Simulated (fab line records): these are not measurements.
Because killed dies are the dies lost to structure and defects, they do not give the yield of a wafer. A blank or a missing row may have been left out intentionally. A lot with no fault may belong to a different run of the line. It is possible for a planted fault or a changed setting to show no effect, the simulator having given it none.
Check of tool commonality | flow n5Finfet | 9 lots and 27 wafers in the sample

REASON FOR OPENING
Flagged at N5_SD_EPI_P_CD_MEAS_09: reading cdNm, on 2 of 9 lots. Fault-free wafers read 240.5 nm, with a standard deviation of 0.83.
Rule: a lot is flagged when every wafer of it that has a number lies more than 4 standard deviations from that mean, or none has a number. The rest of the lots are taken to be sound.

lot  | measured    | on       | cdNm (nm), wafer by wafer | flag
L586 | day 3 15:26 | cdSem-01 | 241.5 241.2 240.4         | 
L587 | day 3 20:09 | cdSem-01 | 240.6 239.6 238.6         | 
L590 | day 4 13:22 | cdSem-03 | 240.1 239.8 239.5         | 
L594 | day 5 17:41 | cdSem-03 | 240.3 238.8 239.6         | 
L597 | day 6 06:58 | cdSem-01 | 241.1 240.7 240.5         | 
L602 | day 7 11:41 | cdSem-03 | 222.7 222.2 220.9         | FLAGGED
L603 | day 7 18:38 | cdSem-01 | 222.7 222.0 222.3         | FLAGGED
L606 | day 8 11:32 | cdSem-01 | 239.6 238.6 239.3         | 
L608 | day 8 23:26 | cdSem-01 | 240.6 240.5 240.6         | 
On average the flagged lots' numbers are 222.1 nm, which is -18.4 nm against the usual, or -22 standard deviations.

TOOL THAT RAN EACH LOT
2 process steps preceding the reading are held in the record, out of 1938 steps in the route. In each cell: the tool, then ch and the chambers that the sampled wafers went through, then the start.
lot  | flag    | N5_SD_EPI_N_ETCH_34              | N5_SD_EPI_P_PEB_07
L586 |         | rieDiel-06 ch 1,3, day 3 10:22   | lithoTrack-02 ch 0, day 3 15:22
L587 |         | rieDiel-02 ch 0,2,3, day 3 15:04 | lithoTrack-05 ch 0, day 3 20:05
L590 |         | rieDiel-03 ch 0,1,3, day 4 08:27 | lithoTrack-02 ch 0, day 4 13:19
L594 |         | rieDiel-03 ch 1,3, day 5 13:28   | lithoTrack-02 ch 0, day 5 17:37
L597 |         | rieDiel-06 ch 0,2,3, day 6 02:35 | lithoTrack-02 ch 0, day 6 06:53
L602 | FLAGGED | rieDiel-02 ch 0,1,2, day 7 07:28 | lithoTrack-02 ch 0, day 7 11:38
L603 | FLAGGED | rieDiel-02 ch 2,3, day 7 14:19   | lithoTrack-02 ch 0, day 7 18:35
L606 |         | rieDiel-02 ch 0,1,2, day 8 06:31 | lithoTrack-01 ch 0, day 8 11:28
L608 |         | rieDiel-06 ch 0,3, day 8 18:39   | lithoTrack-01 ch 0, day 8 23:22
These steps, and what they do:
- N5_SD_EPI_N_ETCH_34: etches SiARC in CF4, target depth 45.5 nm, time 75.8 s.
- N5_SD_EPI_P_PEB_07: peb time 60 s.
- N5_SD_EPI_P_CD_MEAS_09: target cd 240 nm.

FLAGGED AGAINST TOTAL, ONE TOOL AT A TIME (gauges that did the reading follow at the end)
step                   | tool          | lots run | flagged | share of the flagged lots | sound lots run after its first flagged lot
N5_SD_EPI_N_ETCH_34    | rieDiel-02    | 4        | 2       | all                       | 1 (L606)
N5_SD_EPI_N_ETCH_34    | rieDiel-03    | 2        | 0       | none                      | -
N5_SD_EPI_N_ETCH_34    | rieDiel-06    | 3        | 0       | none                      | -
N5_SD_EPI_P_PEB_07     | lithoTrack-01 | 2        | 0       | none                      | -
N5_SD_EPI_P_PEB_07     | lithoTrack-02 | 6        | 2       | all                       | 0
N5_SD_EPI_P_PEB_07     | lithoTrack-05 | 1        | 0       | none                      | -
N5_SD_EPI_P_CD_MEAS_09 | cdSem-01      | 6        | 1       | some                      | 2 (L606,L608)
N5_SD_EPI_P_CD_MEAS_09 | cdSem-03      | 3        | 1       | some                      | 0

THE TABLE: WHAT IT ALLOWS
2 rows of the table ran every flagged lot: rieDiel-02 at N5_SD_EPI_N_ETCH_34, lithoTrack-02 at N5_SD_EPI_P_PEB_07.
- rieDiel-02 at N5_SD_EPI_N_ETCH_34 ran 4 lots, 2 of them flagged. Sound lots followed the first flagged one (L606) on it, something a lasting fault affecting the whole tool could not allow.
- lithoTrack-02 at N5_SD_EPI_P_PEB_07 ran 6 lots, 2 of them flagged. A fault beginning between L597 (day 6 06:53), its last sound lot, and L602 (day 7 11:38), its first flagged one, fits the data. Its own readings (heaterPowerTotalW) fall more than 4 standard deviations out on all wafers of the flagged lots.
What remains is a single tool, lithoTrack-02 at N5_SD_EPI_P_PEB_07.

WHAT HAD BEEN PUT IN BY THE SIMULATOR
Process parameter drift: lithoTrack-02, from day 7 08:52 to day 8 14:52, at N5_SD_EPI_P_PEB_07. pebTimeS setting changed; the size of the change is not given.
Struck lots among those shown: L602, L603. The same result came from the rule above.
